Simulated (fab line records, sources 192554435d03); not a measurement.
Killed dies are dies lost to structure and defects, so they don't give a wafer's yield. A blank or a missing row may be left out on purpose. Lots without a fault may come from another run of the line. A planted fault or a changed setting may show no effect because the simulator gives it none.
Chamber matching | flow n5_finfet | N5_GATE_CUT_ETCH_36 on rie_diel-02: 4 sister chambers
The step etches SiARC in CF4, target depth 13 nm, time 21.7 s. 8 wafers are shown with their chamber, then 10 later ones without.

WAFERS WITH THEIR CHAMBER
wafer  | chamber | showerhead_plenum_p_Torr (Torr) | drypump_motor_current_A (A)
L078.4 | 3       | 2.09                            | 4.7
L079.5 | 1       | 2.28                            | 6.3
L081.4 | 0       | 2.17                            | 5.8
L086.1 | 1       | 2.28                            | 6.4
L086.4 | 2       | 2.18                            | 6.1
L086.5 | 3       | 2.09                            | 4.7
L085.3 | 0       | 2.16                            | 5.7
L085.4 | 2       | 2.17                            | 6.1

WAFERS WITHOUT THEIR CHAMBER
wafer  | showerhead_plenum_p_Torr (Torr) | drypump_motor_current_A (A)
L085.5 | 2.16                            | 5.8
L087.4 | 2.16                            | 5.8
L087.5 | 2.08                            | 4.8
L087.6 | 2.16                            | 5.8
L094.2 | 2.17                            | 6.1
L094.4 | 2.17                            | 6.1
L094.5 | 2.27                            | 6.4
L097.1 | 2.16                            | 5.8
L097.2 | 2.08                            | 4.8
L097.5 | 2.16                            | 6.1

WHICH CHAMBER EACH WENT THROUGH
wafer  | from the rows above | in truth
L085.5 | 0                   | 0
L087.4 | 0                   | 0
L087.5 | 3                   | 3
L087.6 | 0                   | 0
L094.2 | 2                   | 2
L094.4 | 2                   | 2
L094.5 | 1                   | 1
L097.1 | 0                   | 0
L097.2 | 3                   | 3
L097.5 | 2                   | 2
Placed correctly: 10 of 10. Can't be placed from these rows: 0. Placed wrongly: 0.
How it was worked out, from the rows above alone: a wafer's distance from a chamber is the root of the sum, over the readings, of the square of ((its reading less the chamber's mean) divided by the reading's scatter). The wafer belongs to the nearest chamber; if the next one is less than 2 further off, it can't be placed. A chamber's mean is the mean of its shown wafers. The scatter: the root of (the sum of the squares of (reading less its chamber's mean) over the shown wafers, divided by (wafers less chambers)).
